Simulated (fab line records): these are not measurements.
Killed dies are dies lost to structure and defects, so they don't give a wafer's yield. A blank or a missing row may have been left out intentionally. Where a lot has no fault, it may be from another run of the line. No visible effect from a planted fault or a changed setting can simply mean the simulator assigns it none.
Split-lot trial	flow n5-finfet	21 wafers read from 7 lots, route of 1938 steps

## ON THE SPLIT
At N5_BEOL_M1_DESCUM_33 (chemistry O2, time 7 s), the setting time-s was moved away from the recipe's 7 s on 10 of the 21 wafers read, by -17.1% to +15.4%. This setting was run at the recipe's value on the other wafers.

## FROM THE SPLIT ON TO THE READING: in between, the file shows 1 step
- N5_BEOL_M1_ETCH_77: etches underlayer in N2/H2, target depth 6.5 nm, time 5.2 s

## THE READING
CAR-EUV_of_BEOL_M1_COAT_22.thk-nm (the simulator's own value, which no gauge read), in nm, at N5_BEOL_M1_ETCH_69 (etches SiARC in CF4, target depth 15.6 nm, time 26 s). No usual value for it is given in the file. Here, 11 wafers ran the recipe; their average is 11.1 nm with a standard deviation of 0.089 nm.

wafer	tool, chamber at the split	time-s as run, s	against the recipe	CAR-EUV_of_BEOL_M1_COAT_22.thk-nm, nm	against lot-mates on the recipe
L076.3	rie-diel-01, 1	6.606	-5.6%	11.2	+0.2
L076.5	rie-diel-01, 1	6.606	-5.6%	11.2	+0.2
L076.4	rie-diel-01, 3	7	recipe	11	-
L077.4	rie-diel-05, 2,2,1	7	recipe	11.2	-
L077.5	rie-diel-05, 2,2,1	7	recipe	11.2	-
L077.6	rie-diel-05, 2,2,1	7	recipe	11.2	-
L083.1	rie-diel-05, 0,3	7	recipe	11	-
L083.5	rie-diel-05, 0,3	7	recipe	11.2	-
L083.6	rie-diel-05, 0	5.975	-14.6%	11.6	+0.5
L085.1	rie-diel-01, 1,2	7	recipe	11.2	-
L085.2	rie-diel-01, 1,2	7	recipe	11.2	-
L085.4	rie-diel-01, 1	5.801	-17.1%	12	+0.8
L088.1	rie-diel-05, 0	6.215	-11.2%	11.4	no lot-mate on the recipe
L088.2	rie-diel-05, 3,1	6.215	-11.2%	11.4	no lot-mate on the recipe
L088.3	rie-diel-05, 3,1	6.215	-11.2%	11.4	no lot-mate on the recipe
L090.1	rie-diel-01, 1	7	recipe	11.2	-
L090.2	rie-diel-01, 2,0	7	recipe	11.2	-
L090.3	rie-diel-01, 2,0	7	recipe	11	-
L092.1	rie-diel-06, 0	8.079	+15.4%	10.6	no lot-mate on the recipe
L092.6	rie-diel-06, 0	8.079	+15.4%	10.6	no lot-mate on the recipe
L092.2	rie-diel-06, 2	8.079	+15.4%	10.4	no lot-mate on the recipe
Rows listing several chambers each stand for several wafers; the file does not say which wafer went through which chamber.

FIT RESULTS
A straight line over all 21 wafers: CAR-EUV_of_BEOL_M1_COAT_22.thk-nm changes by -0.036 nm for each +1% of time-s; r = -0.94; the points scatter about the line by 0.12 nm.
The same after taking each lot's own level away (the mean of its wafers on the recipe; 15 wafers): -0.0411 nm for each +1%; r = -0.96; scatter 0.072 nm.
That fit puts the effect of the largest move of time-s on the reading at 0.7 nm.
From 11.00 to 11.20 nm: that is the span of the lots' own levels, equal to 2.2 times the standard deviation above.
Thus the slope moves with the lot-to-lot level: the two fits are different.
Check: for one of the wafers moved furthest among these (-17.1%), held out of the fit, the line's prediction against its lot-mates is +0.59 nm. Against them it came out at +0.8 nm.

## THE WHOLE CHAIN: every reading that the file lists as answering this split, in the file's order
step	what it does	reading	change (the file's fit)	r (the file's)
N5_BEOL_M1_DESCUM_33	chemistry O2, time 7 s	CAR-EUV_of_BEOL_M1_COAT_22.thk-nm (the simulator's own value, which no gauge read)	-0.0374 nm for each +1% of the setting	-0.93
N5_BEOL_M1_ETCH_77	etches underlayer in N2/H2, target depth 6.5 nm, time 5.2 s	CAR-EUV_of_BEOL_M1_COAT_22.thk-nm (the simulator's own value, which no gauge read)	-0.0421 nm for each +1% of the setting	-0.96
N5_BEOL_M1_ETCH_69	etches SiARC in CF4, target depth 15.6 nm, time 26 s	CAR-EUV_of_BEOL_M1_COAT_22.thk-nm (the simulator's own value, which no gauge read)	-0.0411 nm for each +1% of the setting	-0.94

## FILE'S OWN FIT
CAR-EUV_of_BEOL_M1_COAT_22.thk-nm changes by -0.0411 nm for each +1% of time-s, r = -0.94.
